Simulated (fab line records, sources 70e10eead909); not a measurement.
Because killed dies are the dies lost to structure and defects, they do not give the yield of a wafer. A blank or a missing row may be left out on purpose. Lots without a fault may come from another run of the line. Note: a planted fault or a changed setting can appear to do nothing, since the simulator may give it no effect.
fab line records -- flow nandHarc
[record] lots = 6, wafers = 18, lastDay = 34
route steps=1302 shown P_GATE@155 END@1302
lots that met no fault: from a run of the same line without faults
startH: the number of hours between the record's first day and the start of the first shown wafer of the lot -- waitH: time in hours since the lot's previous step -- " the same as in the row above -- L1.1+2: a row that stands for several wafers -- - either no value or no given start -- * or withheld: withheld -- < > ~ a bound
route shown NAME@n: a module of which the file shows steps, and the number in the route of the first -- usual: mean and standard deviation over wafers with no fault -- same: alike in all rows -- chamber/n: place in a boat -- sites: each site's reading -- _std_site: standard deviation across them -- _edge_site: inner sites' mean taken away from outer sites' mean -- radiusMm: how far each site lies from the wafer's centre -- mask NAME#n: copy n -- behind: tool/chamber where the wafer was last shaped -- hold: reason for holding the lot/hours on hold/outcome of the hold -- device: whichever transistor did not switch (one of n, p or np) -- end of line: tests of these same wafers at the route's end -- a step with no rows: only its recipe -- killed: the dies lost at the first sort to structure and to defects; this is not the yield of the wafer -- map: shows each die of a wafer: x if killed, . if not, _ if none is there
set.NAME: the setting as run; set.NAME@STEP: as run at that earlier step -- model.NAME: the simulator's own value behind a step, which no gauge read
lots at selected steps of the route; one table per step, one row per wafer
services: from which hour (startH, from the record's first day; less than 0 if before it) a tool's chamber was out of use, for how many hours, and why
[[steps]]
[step NHARC_P_GATE_ALD_36]
[recipe] targetThkA = 200, pulseTimeS = 60, aldCycles = 223, tempC = 400, material = SiNx
[usual] heaterPowerW = 856/88, precursorPulseHeightRel = 0.998/0.019
lot.wafer,tool,chamber,startH,waitH,heaterPowerW,precursorPulseHeightRel
L367.1,aldSin-02,3,149.32,-,819,1.012
L367.4,aldSin-02,2,152.56,-,855,0.998
L367.6,aldSin-02,3,153.64,-,807,0.997
L368.1,aldSin-03,3,161.96,-,787,0.982
L368.5,aldSin-03,2,165.11,-,786,0.994
L368.6,aldSin-03,3,166.16,-,788,1.015
L369.3,aldSin-01,3,163.47,-,977,1.008
L369.5,aldSin-01,3,167.75,-,901,0.975
L369.6,aldSin-01,0,168.81,-,1039,1.012
L378.2,aldSin-01,1,263.76,-,915,0.996
L378.4,aldSin-01,3,265.86,-,874,0.971
L378.1,aldSin-01,0,266.92,-,1020,1.008
L383.4,aldSin-02,0,313.62,-,862,0.987
L383.2,aldSin-02,3,316.85,-,787,0.972
L383.6,aldSin-02,0,317.92,-,863,1.002
L385.2,aldSin-02,0,332.17,-,886,1.049
L385.1,aldSin-02,1,333.23,-,709,1.021
L385.5,aldSin-02,0,336.42,-,881,1.030
[step NHARC_P_GATE_ETCHBACK_37]
[recipe] targetDepthA = 345, timeS = 17.2, chf3FlowSccm = 50, o2FlowSccm = 10, arFlowSccm = 200, rfW = 500, biasW = 200, chemistry = CHF3/O2
[step NHARC_P_GATE_STRIP_101]
[recipe] timeS = 20, o2FlowSccm = 500, arFlowSccm = 0, biasW = 0, chemistry = O2
[step NHARC_P_GATE_PRECLEAN_97]
[recipe] timeS = 600, tempC = 120, chemistry = SPM
[step NHARC_P_GATE_SRD_98]
[step NHARC_P_GATE_PRECLEAN_99]
[recipe] timeS = *, tempC = 50, bathAgeMin = 0, chemistry = SC1
[step NHARC_P_GATE_SRD_100]
[step NHARC_P_GATE_DEHYDRATE_38]
[recipe] tempC = 150, timeS = 120
[step NHARC_P_GATE_HMDS_39]
[recipe] timeS = 30
[step NHARC_P_GATE_COAT_40]
[recipe] spinRpm = 3000
[step NHARC_P_GATE_SOFTBAKE_41]
[recipe] tempC = 122, timeS = 95
[step NHARC_P_GATE_EBR_42]
[step NHARC_P_GATE_EXPOSE_43]
[recipe] na = 0.6, targetCdNm = 720, doseMj = 14.81, maskId = P_NSD
[usual] exposureDoseMJCm2 = 14.812/0.015, focusOffsetNm = -0.1/0.53, na = 0.6/0
lot.wafer,tool,chamber,startH,waitH,mask,exposureDoseMJCm2,focusOffsetNm,na
L367.1,krfScanner-01,0,159.85,-,P_NSD#0,14.803,0.2,0.6
L367.4,krfScanner-01,0,159.85,-,P_NSD#0,14.821,0.9,0.6
L367.6,krfScanner-01,0,159.85,-,P_NSD#0,14.802,1.0,0.6
L368.1,krfScanner-04,-,171.26,-,P_NSD#0,-,-,-
L368.5,krfScanner-04,-,171.26,-,P_NSD#0,-,-,-
L368.6,krfScanner-04,-,171.26,-,P_NSD#0,-,-,-
L369.3,krfScanner-03,-,173.95,-,P_NSD#0,-,-,-
L369.5,krfScanner-03,-,173.95,-,P_NSD#0,-,-,-
L369.6,krfScanner-03,-,173.95,-,P_NSD#0,-,-,-
L378.1,krfScanner-01,0,274.11,-,P_NSD#0,14.806,-0.6,0.6
L378.2,krfScanner-01,0,274.11,-,P_NSD#0,14.798,-0.3,0.6
L378.4,krfScanner-01,0,274.11,-,P_NSD#0,14.818,-0.1,0.6
L383.2,krfScanner-01,0,323.99,-,P_NSD#0,14.805,-0.7,0.6
L383.4,krfScanner-01,0,323.99,-,P_NSD#0,14.817,-0.3,0.6
L383.6,krfScanner-01,0,323.99,-,P_NSD#0,14.796,-0.5,0.6
L385.1,krfScanner-03,0,341.51,-,P_NSD#0,14.782,-0.7,0.6
L385.2,krfScanner-03,0,341.51,-,P_NSD#0,14.823,-0.2,0.6
L385.5,krfScanner-03,0,341.51,-,P_NSD#0,14.830,-0.5,0.6
[step NHARC_P_GATE_PEB_44]
[recipe] pebTempC = 118, pebTimeS = 85
[step NHARC_P_GATE_DEVELOP_45]
[recipe] timeS = 70
[step NHARC_P_GATE_CD_MEAS_46]
[recipe] targetCdNm = 720, landingEnergyEv = 500
[usual] cdNm = 719.9/2
lot.wafer,tool,chamber,startH,waitH,cdNm
L367.1,cdSem-03,0,160.01,-,722.6
L367.4,cdSem-03,0,160.01,-,724.7
L367.6,cdSem-03,0,160.01,-,721.2
L368.1,cdSem-02,0,171.41,-,-
L368.5,cdSem-02,0,171.41,-,-
L368.6,cdSem-02,0,171.41,-,-
L369.3,cdSem-02,0,174.10,-,-
L369.5,cdSem-02,0,174.10,-,-
L369.6,cdSem-02,0,174.10,-,-
L378.1,cdSem-02,0,274.26,-,721.9
L378.2,cdSem-02,0,274.26,-,721.7
L378.4,cdSem-02,0,274.26,-,720.8
L383.2,cdSem-02,0,324.14,-,721.1
L383.4,cdSem-02,0,324.14,-,718.2
L383.6,cdSem-02,0,324.14,-,719.4
L385.1,cdSem-01,0,341.66,-,721.8
L385.2,cdSem-01,0,341.66,-,719.8
L385.5,cdSem-01,0,341.66,-,719.4
[step NHARC_P_GATE_HARDBAKE_47]
[recipe] tempC = 125, timeS = 80
[step NHARC_P_GATE_DESCUM_48]
[recipe] timeS = 3, o2FlowSccm = 200, arFlowSccm = 0, biasPowerW = 0, chemistry = O2
[usual] drypumpMotorCurrentA = 5.6/0.39, oesProductAu = 1.000/0.011, rfVppV = 57.9/0.99, showerheadPlenumPTorr = 1.96/0.083, throttleValvePct = 11.312/0.0088
lot.wafer,tool,chamber,startH,waitH,drypumpMotorCurrentA,oesProductAu,rfHoursCounterH,rfVppV,showerheadPlenumPTorr,throttleValvePct,model.P_GATE.cdNm
L367.4,rieDiel-06,2,160.17,-,5.4,1.006,2,57.7,2.01,11.310,724.6
L367.1,rieDiel-06,1,160.17,-,6.0,1.008,2,58.7,2.04,11.296,723.3
L367.6,rieDiel-06,2,160.17,-,5.5,1.003,-,59.0,2.01,11.316,721.5
L368.1,rieDiel-06,2,171.57,-,5.4,1.003,2,58.9,2.01,11.320,122.3
L368.6,rieDiel-06,2,171.57,-,5.5,1.003,-,58.8,2.01,11.323,114.7
L368.5,rieDiel-06,3,171.57,-,5.6,1.016,-,59.4,2.05,11.313,120.5
L369.3,rieDiel-03,2,174.25,-,5.4,0.979,2,58.4,1.87,11.330,121.9
L369.6,rieDiel-03,2,174.25,-,5.5,0.989,-,57.5,1.87,11.315,116.6
L369.5,rieDiel-03,0,174.25,-,6.4,1.006,-,57.2,1.84,11.327,120.1
L378.4,rieDiel-03,3,274.42,-,5.6,0.993,7,59.5,2.06,11.301,720.3
L378.2,rieDiel-03,0,274.42,-,6.4,1.005,7,59.1,1.84,11.305,721.4
L378.1,rieDiel-03,2,274.42,-,5.4,0.988,6,57.5,1.87,11.319,723.1
L383.2,rieDiel-06,1,324.31,-,6.0,0.996,0,58.5,2.04,11.306,720.5
L383.4,rieDiel-06,3,324.31,-,5.6,1.003,0,57.5,2.04,11.316,718.1
L383.6,rieDiel-06,0,324.31,-,5.1,0.996,-,57.4,1.98,11.309,718.9
L385.1,rieDiel-11,0,341.82,-,5.8,0.995,4,57.1,1.85,11.316,722.4
L385.2,rieDiel-11,1,341.82,-,5.9,1.000,4,58.0,2.02,11.322,719.8
L385.5,rieDiel-11,1,341.82,-,5.9,0.995,-,57.6,2.02,11.306,719.9
[step NHARC_P_GATE_IMPLANT_49]
[recipe] energyKev = 30, doseCm2 = 3e+15, tiltDeg = 7
[step NHARC_P_GATE_STRIP_111]
[recipe] powerW = 1500, tempC = 110, timeS = 250, chemistry = N2/H2
[usual] drypumpMotorCurrentA = 6.0/0.4, heaterPowerW = 85/6.9
lot.wafer,tool,chamber,startH,waitH,drypumpMotorCurrentA,heaterPowerW,rfHoursCounterH
L367.1,plasmaAsher-02,0,160.53,0.2,5.7,100,14
L367.4,plasmaAsher-02,0,160.53,0.2,5.7,98,-
L367.6,plasmaAsher-02,0,160.53,0.2,5.7,98,-
L368.1,plasmaAsher-02,0,172.06,0.3,5.7,99,17
L368.5,plasmaAsher-02,0,172.06,0.3,5.7,98,-
L368.6,plasmaAsher-02,1,172.06,0.3,6.1,82,-
L369.3,plasmaAsher-01,0,174.75,0.2,6.6,77,-
L369.5,plasmaAsher-01,0,174.75,0.2,6.6,75,-
L369.6,plasmaAsher-01,1,174.75,0.2,5.5,88,-
L378.1,plasmaAsher-02,0,274.79,0.2,5.7,91,4
L378.2,plasmaAsher-02,1,274.79,0.2,6.1,84,4
L378.4,plasmaAsher-02,1,274.79,0.2,6.1,82,-
L383.2,plasmaAsher-02,1,324.66,0.2,6.1,82,14
L383.4,plasmaAsher-02,1,324.66,0.2,6.1,83,-
L383.6,plasmaAsher-02,1,324.66,0.2,6.1,83,-
L385.2,plasmaAsher-01,0,342.19,0.2,6.6,75,34
L385.1,plasmaAsher-01,1,342.19,0.2,5.5,87,34
L385.5,plasmaAsher-01,0,342.19,0.2,6.6,76,-
[step NHARC_P_GATE_STRIP_75]
[recipe] powerW = 1500, tempC = 250, chemistry = O2
[usual] drypumpMotorCurrentA = 6.0/0.4, heaterPowerW = 318/27
lot.wafer,tool,chamber,startH,waitH,drypumpMotorCurrentA,heaterPowerW,rfHoursCounterH
L367.1,plasmaAsher-02,0,160.83,0.2,5.7,367,15
L367.4,plasmaAsher-02,0,160.83,0.2,5.7,367,-
L367.6,plasmaAsher-02,0,160.83,0.2,5.7,368,-
L368.1,plasmaAsher-02,0,172.36,0.2,5.7,357,18
L368.5,plasmaAsher-02,0,172.36,0.2,5.7,381,-
L368.6,plasmaAsher-02,1,172.36,0.2,6.1,307,-
L369.3,plasmaAsher-01,0,174.97,0.2,6.6,283,-
L369.5,plasmaAsher-01,0,174.97,0.2,6.6,285,-
L369.6,plasmaAsher-01,1,174.97,0.2,5.5,321,-
L378.1,plasmaAsher-02,0,275.10,0.3,5.7,339,5
L378.2,plasmaAsher-02,1,275.10,0.3,6.1,302,5
L378.4,plasmaAsher-02,1,275.10,0.3,6.1,314,-
L383.2,plasmaAsher-02,1,324.96,0.3,6.1,301,15
L383.4,plasmaAsher-02,1,324.96,0.3,6.1,306,-
L383.6,plasmaAsher-02,1,324.96,0.3,6.1,315,-
L385.2,plasmaAsher-01,0,342.49,0.3,6.5,289,34
L385.1,plasmaAsher-01,1,342.49,0.3,5.5,323,34
L385.5,plasmaAsher-01,0,342.49,0.3,6.5,284,-
[step NHARC_P_GATE_STRIP_50]
[recipe] timeS = 900, tempC = 130, chemistry = SPM
[step NHARC_P_GATE_DEHYDRATE_51]
[recipe] tempC = 150, timeS = 120
[step NHARC_P_GATE_HMDS_52]
[recipe] timeS = 30
[step NHARC_P_GATE_COAT_53]
[recipe] spinRpm = 3000
[step NHARC_P_GATE_SOFTBAKE_54]
[recipe] tempC = 122, timeS = 95
[step NHARC_P_GATE_EBR_55]
[step NHARC_P_GATE_EXPOSE_56]
[recipe] na = 0.6, targetCdNm = 720, doseMj = 14.81, maskId = P_PSD
[step NHARC_P_GATE_PEB_57]
[recipe] pebTempC = 118, pebTimeS = 85
[step NHARC_P_GATE_DEVELOP_58]
[recipe] timeS = 70
[step NHARC_P_GATE_CD_MEAS_59]
[recipe] targetCdNm = 720, landingEnergyEv = 500
[usual] cdNm = 719.8/2
lot.wafer,tool,chamber,startH,waitH,cdNm
L367.1,cdSem-03,0,161.75,-,718.6
L367.4,cdSem-03,0,161.75,-,718.1
L367.6,cdSem-03,0,161.75,-,717.5
L368.1,cdSem-01,0,173.16,-,721.7
L368.5,cdSem-01,0,173.16,-,720.0
L368.6,cdSem-01,0,173.16,-,723.4
L369.3,cdSem-02,0,175.75,-,719.3
L369.5,cdSem-02,0,175.75,-,717.2
L369.6,cdSem-02,0,175.75,-,718.9
L378.1,cdSem-01,0,275.90,-,720.0
L378.2,cdSem-01,0,275.90,-,716.4
L378.4,cdSem-01,0,275.90,-,722.2
L383.2,cdSem-01,0,325.77,-,720.5
L383.4,cdSem-01,0,325.77,-,719.8
L383.6,cdSem-01,0,325.77,-,716.3
L385.1,cdSem-03,0,343.42,-,724.3
L385.2,cdSem-03,0,343.42,-,722.9
L385.5,cdSem-03,0,343.42,-,722.1
[step NHARC_P_GATE_HARDBAKE_60]
[recipe] tempC = 125, timeS = 80
[step NHARC_P_GATE_DESCUM_61]
[recipe] timeS = 3, o2FlowSccm = 200, arFlowSccm = 0, biasPowerW = 0, chemistry = O2
[step NHARC_P_GATE_IMPLANT_62]
[recipe] energyKev = 20, doseCm2 = 3e+15, tiltDeg = 7
[step NHARC_P_GATE_STRIP_112]
[recipe] powerW = 1500, tempC = 110, timeS = 200, chemistry = N2/H2
[usual] drypumpMotorCurrentA = 6.0/0.36, heaterPowerW = 86/7.4
lot.wafer,tool,chamber,startH,waitH,drypumpMotorCurrentA,heaterPowerW,rfHoursCounterH
L367.1,plasmaAsher-02,0,162.35,0.2,5.7,97,15
L367.4,plasmaAsher-02,1,162.35,0.2,6.1,82,-
L367.6,plasmaAsher-02,0,162.35,0.2,5.7,98,-
L368.1,plasmaAsher-02,1,173.95,0.4,6.1,85,18
L368.5,plasmaAsher-02,0,173.95,0.4,5.7,98,-
L368.6,plasmaAsher-02,1,173.95,0.4,6.1,80,-
L369.3,plasmaAsher-01,1,176.39,0.2,5.5,87,-
L369.5,plasmaAsher-01,1,176.39,0.2,5.6,87,-
L369.6,plasmaAsher-01,0,176.39,0.2,6.6,75,-
L378.2,plasmaAsher-02,0,276.42,0.2,5.7,92,5
L378.1,plasmaAsher-02,1,276.42,0.2,6.1,82,5
L378.4,plasmaAsher-02,0,276.42,0.2,5.7,89,-
L383.2,plasmaAsher-02,0,326.50,0.2,5.7,94,15
L383.4,plasmaAsher-02,0,326.50,0.2,5.7,90,-
L383.6,plasmaAsher-02,0,326.50,0.2,5.7,92,-
L385.1,plasmaAsher-02,1,343.94,0.2,6.1,83,18
L385.2,plasmaAsher-02,0,343.94,0.2,5.7,93,18
L385.5,plasmaAsher-02,0,343.94,0.2,5.7,91,-
[step NHARC_P_GATE_STRIP_76]
[recipe] powerW = 1500, tempC = 250, chemistry = O2
[usual] drypumpMotorCurrentA = 6.0/0.36, heaterPowerW = 322/27
lot.wafer,tool,chamber,startH,waitH,drypumpMotorCurrentA,heaterPowerW,rfHoursCounterH
L367.1,plasmaAsher-02,0,162.58,0.2,5.7,361,15
L367.4,plasmaAsher-02,1,162.58,0.2,6.1,309,-
L367.6,plasmaAsher-02,0,162.58,0.2,5.7,361,-
L368.1,plasmaAsher-02,1,174.18,0.2,6.1,303,19
L368.5,plasmaAsher-02,0,174.18,0.2,5.7,361,-
L368.6,plasmaAsher-02,1,174.18,0.2,6.1,304,-
L369.3,plasmaAsher-01,1,176.58,0.2,5.5,328,-
L369.5,plasmaAsher-01,1,176.58,0.2,5.5,329,-
L369.6,plasmaAsher-01,0,176.58,0.2,6.6,284,-
L378.2,plasmaAsher-02,0,276.68,0.2,5.7,339,5
L378.1,plasmaAsher-02,1,276.68,0.2,6.1,313,5
L378.4,plasmaAsher-02,0,276.68,0.2,5.7,342,-
L383.2,plasmaAsher-02,0,326.76,0.2,5.7,342,15
L383.4,plasmaAsher-02,0,326.76,0.2,5.7,345,-
L383.6,plasmaAsher-02,0,326.76,0.2,5.7,352,-
L385.1,plasmaAsher-02,1,344.20,0.2,6.1,313,18
L385.2,plasmaAsher-02,0,344.20,0.2,5.7,348,18
L385.5,plasmaAsher-02,0,344.20,0.2,5.7,342,-
[step NHARC_P_GATE_STRIP_63]
[recipe] timeS = 900, tempC = 130, chemistry = SPM
[step NHARC_P_GATE_DEHYDRATE_83]
[recipe] tempC = 150, timeS = 120
[step NHARC_P_GATE_HMDS_84]
[recipe] timeS = 30
[step NHARC_P_GATE_COAT_85]
[recipe] spinRpm = 3000
[step NHARC_P_GATE_SOFTBAKE_86]
[recipe] tempC = 122, timeS = 95
[step NHARC_P_GATE_EBR_87]
[step NHARC_P_GATE_INSPECT_68]
[usual] rawDefectCount = 190/82
lot.wafer,tool,chamber,startH,waitH,rawDefectCount
L367.1,defectInspect-02,-,166.57,0.2,133
L367.4,defectInspect-02,-,166.57,0.2,155
L367.6,defectInspect-02,-,166.57,0.2,139
L368.1,defectInspect-02,-,178.27,0.2,1471
L368.5,defectInspect-02,-,178.27,0.2,1296
L368.6,defectInspect-02,-,178.27,0.2,1267
L369.3,defectInspect-02,-,180.55,0.1,1162
L369.5,defectInspect-02,-,180.55,0.1,1206
L369.6,defectInspect-02,-,180.55,0.1,1249
L378.1,defectInspect-01,-,280.69,0.2,259
L378.2,defectInspect-01,-,280.69,0.2,193
L378.4,defectInspect-01,-,280.69,0.2,370
L383.2,defectInspect-01,-,333.68,0.1,277
L383.4,defectInspect-01,-,333.68,0.1,312
L383.6,defectInspect-01,-,333.68,0.1,146
L385.1,defectInspect-02,-,348.19,0.2,98
L385.2,defectInspect-02,-,348.19,0.2,130
L385.5,defectInspect-02,-,348.19,0.2,75
[step NHARC_END_SORT_01]
[recipe] tempC = 25
[usual] killedAtArray = 49/19, killedAtOther = 0.9/1.1, killedAtPeriphery = 4.0/2.7, killedDies = 54/19, killedOpen = 3.3/1.8, killedShort = 2.6/1.6
[same] grossDies = 677
lot.wafer,tool,chamber,startH,waitH,killedAtArray,killedAtOther,killedAtPeriphery,killedDies,killedOpen,killedShort
L368.1,prober-02,0,607.28,2.5,69,2,606,677,3,4
L368.5,prober-02,0,610.48,3.7,62,3,612,677,3,2
L368.6,prober-02,0,611.28,4.0,70,2,605,677,6,1
L369.3,prober-01,0,608.84,3.1,78,0,599,677,3,0
L369.5,prober-01,0,610.45,3.7,81,1,595,677,6,0
L369.6,prober-01,0,611.26,4.0,92,0,585,677,7,2
// killed by level:class
L368.1 P_GATE:areaExpose=599 A_CHANNEL_HOLE_D2:chamberFilmFlake=30 A_SLIT:chamberFilmFlake=28 A_CONTACT:chamberFilmFlake=4 P_M0:geometricParticle:open=2 P_ZERO_WELL:chamberFilmFlake=2 P_GATE:chamberFilmFlake=2 A_BLC:chamberFilmFlake=2
L369.3 P_GATE:areaExpose=593 A_CHANNEL_HOLE_D2:chamberFilmFlake=37 A_CHANNEL_HOLE_D1:chamberFilmFlake=17 A_SLIT:chamberFilmFlake=12 A_CONTACT:chamberFilmFlake=10 P_ZERO_WELL:chamberFilmFlake=2 P_GATE:chamberFilmFlake=2 P_M1:geometricParticle:open=1
L369.5 P_GATE:areaExpose=591 A_CHANNEL_HOLE_D2:chamberFilmFlake=31 A_CHANNEL_HOLE_D1:chamberFilmFlake=18 A_SLIT:chamberFilmFlake=18 A_CONTACT:chamberFilmFlake=10 P_M0:chamberFilmFlake=2 P_CONTACT:geometricParticle:open=1 P_M0:geometricParticle:open=1
L368.5 P_GATE:areaExpose=603 A_SLIT:chamberFilmFlake=26 A_CHANNEL_HOLE_D2:chamberFilmFlake=20 P_GATE:chamberFilmFlake=5 A_BLC:chamberFilmFlake=5 A_CHANNEL_HOLE_D1:chamberFilmFlake=4 THIN_TSV:chamberFilmFlake=3 A_CONTACT:chamberFilmFlake=2
L369.6 P_GATE:areaExpose=578 A_CHANNEL_HOLE_D1:chamberFilmFlake=32 A_SLIT:chamberFilmFlake=27 A_CHANNEL_HOLE_D2:chamberFilmFlake=18 A_CONTACT:chamberFilmFlake=9 A_CHANNEL_FILL_D2:geometricParticle:open=2 P_CONTACT:geometricParticle:open=1 P_CONTACT:geometricParticle:short=1
L368.6 P_GATE:areaExpose=602 A_CHANNEL_HOLE_D2:chamberFilmFlake=28 A_SLIT:chamberFilmFlake=16 A_BLC:chamberFilmFlake=8 A_CONTACT:chamberFilmFlake=5 A_CHANNEL_HOLE_D1:chamberFilmFlake=4 P_GATE:chamberFilmFlake=2 THIN_TSV:chamberFilmFlake=2
// map L368.1 (x killed, . not)
____________x____________
_________xxxxxxx_________
_______xxxxxxxxxxx_______
______xxxxxxxxxxxxx______
_____xxxxxxxxxxxxxxx_____
____xxxxxxxxxxxxxxxxx____
____xxxxxxxxxxxxxxxxx____
___xxxxxxxxxxxxxxxxxxx___
___xxxxxxxxxxxxxxxxxxx___
__xxxxxxxxxxxxxxxxxxxxx__
__xxxxxxxxxxxxxxxxxxxxx__
_xxxxxxxxxxxxxxxxxxxxxxx_
_xxxxxxxxxxxxxxxxxxxxxxx_
_xxxxxxxxxxxxxxxxxxxxxxx_
_xxxxxxxxxxxxxxxxxxxxxxx_
_xxxxxxxxxxxxxxxxxxxxxxx_
xxxxxxxxxxxxxxxxxxxxxxxxx
xxxxxxxxxxxxxxxxxxxxxxxxx
xxxxxxxxxxxxxxxxxxxxxxxxx
xxxxxxxxxxxxxxxxxxxxxxxxx
xxxxxxxxxxxxxxxxxxxxxxxxx
_xxxxxxxxxxxxxxxxxxxxxxx_
_xxxxxxxxxxxxxxxxxxxxxxx_
_xxxxxxxxxxxxxxxxxxxxxxx_
_xxxxxxxxxxxxxxxxxxxxxxx_
_xxxxxxxxxxxxxxxxxxxxxxx_
__xxxxxxxxxxxxxxxxxxxxx__
__xxxxxxxxxxxxxxxxxxxxx__
___xxxxxxxxxxxxxxxxxxx___
___xxxxxxxxxxxxxxxxxxx___
____xxxxxxxxxxxxxxxxx____
____xxxxxxxxxxxxxxxxx____
_____xxxxxxxxxxxxxxx_____
______xxxxxxxxxxxxx______
_______xxxxxxxxxxx_______
_________xxxxxxx_________
____________x____________
// map L369.3 (x killed, . not)
____________x____________
_________xxxxxxx_________
_______xxxxxxxxxxx_______
______xxxxxxxxxxxxx______
_____xxxxxxxxxxxxxxx_____
____xxxxxxxxxxxxxxxxx____
____xxxxxxxxxxxxxxxxx____
___xxxxxxxxxxxxxxxxxxx___
___xxxxxxxxxxxxxxxxxxx___
__xxxxxxxxxxxxxxxxxxxxx__
__xxxxxxxxxxxxxxxxxxxxx__
_xxxxxxxxxxxxxxxxxxxxxxx_
_xxxxxxxxxxxxxxxxxxxxxxx_
_xxxxxxxxxxxxxxxxxxxxxxx_
_xxxxxxxxxxxxxxxxxxxxxxx_
_xxxxxxxxxxxxxxxxxxxxxxx_
xxxxxxxxxxxxxxxxxxxxxxxxx
xxxxxxxxxxxxxxxxxxxxxxxxx
xxxxxxxxxxxxxxxxxxxxxxxxx
xxxxxxxxxxxxxxxxxxxxxxxxx
xxxxxxxxxxxxxxxxxxxxxxxxx
_xxxxxxxxxxxxxxxxxxxxxxx_
_xxxxxxxxxxxxxxxxxxxxxxx_
_xxxxxxxxxxxxxxxxxxxxxxx_
_xxxxxxxxxxxxxxxxxxxxxxx_
_xxxxxxxxxxxxxxxxxxxxxxx_
__xxxxxxxxxxxxxxxxxxxxx__
__xxxxxxxxxxxxxxxxxxxxx__
___xxxxxxxxxxxxxxxxxxx___
___xxxxxxxxxxxxxxxxxxx___
____xxxxxxxxxxxxxxxxx____
____xxxxxxxxxxxxxxxxx____
_____xxxxxxxxxxxxxxx_____
______xxxxxxxxxxxxx______
_______xxxxxxxxxxx_______
_________xxxxxxx_________
____________x____________
[[services]]
tool,chamber,startH,hours,kind
aldSin-02,2,126.24,10.0,repair
aldSin-02,-,127.09,5.2,repair
aldSin-01,3,130.00,3.1,repair
rieDiel-06,-,130.20,9.0,pm
krfScanner-01,-,140.02,4.0,pm
rieDiel-03,1,155.32,20.9,repair
plasmaAsher-01,-,165.21,9.0,pm
rieDiel-06,0,172.58,21.5,repair
aldSin-02,-,173.95,7.9,repair
aldSin-01,1,175.43,3.7,repair
aldSin-01,0,193.27,5.3,repair
rieDiel-06,-,207.70,0.2,repair
rieDiel-03,2,219.51,15.7,repair
rieDiel-03,-,219.99,0.7,repair
krfScanner-03,-,224.00,4.0,pm
plasmaAsher-02,-,249.00,9.0,pm
aldSin-02,-,256.58,29.4,repair
rieDiel-06,0,268.43,4.0,repair
rieDiel-03,-,281.31,9.0,pm
krfScanner-03,-,285.29,53.7,repair
aldSin-02,-,296.00,10.0,pm
rieDiel-06,-,307.20,9.0,pm
krfScanner-01,-,312.02,4.0,pm
plasmaAsher-01,-,342.56,9.0,pm
[[key]]
[firstSign] step = NHARC_P_GATE_EXPOSE_43, reading = toolRecord, direction = missing
[effect] step = NHARC_P_GATE_CD_MEAS_46, reading = cdNm, direction = missing
[effect] step = NHARC_P_GATE_INSPECT_68, reading = rawDefectCount, direction = up, sigmas = 13, usual = 190, struck = 1275
[effect] step = NHARC_END_SORT_01, reading = killedAtPeriphery, direction = up, sigmas = 99+, usual = 4.0, struck = 600.3
[modelEffect] step = NHARC_P_GATE_DESCUM_48, value = P_GATE.cdNm, without = 718.1, struck = 119.3
[moreKillsBornAt] NHARC_P_GATE_EXPOSE_43@krfScanner-04 = 1804, NHARC_P_GATE_EXPOSE_43@krfScanner-03 = 1762
metAt NHARC_P_GATE_EXPOSE_43
struckWafers L368.1,L368.5,L368.6,L369.3,L369.5,L369.6
laterRowsLeftOut L368.1,L368.5,L368.6,L369.3,L369.5,L369.6
testerLeftOut L368,L369
[fault] kind = skippedStepWhole, tool = krfScanner-03,krfScanner-04, chamber = -, onsetH = 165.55, steps = NHARC_P_GATE_EXPOSE_43, scope = struckLotsOnly
// testerLeftOut: of these lots the tester's yield and bins aren't shown, on N5 and GAA mostly nor the transistor test; their killed dies are dies lost to structure and defects alone, not to doping, threshold or leakage, so they don't give the yield
// laterRowsLeftOut: the simulator's readings of these wafers behind a module that went badly wrong aren't trusted and aren't shown, but for the sort
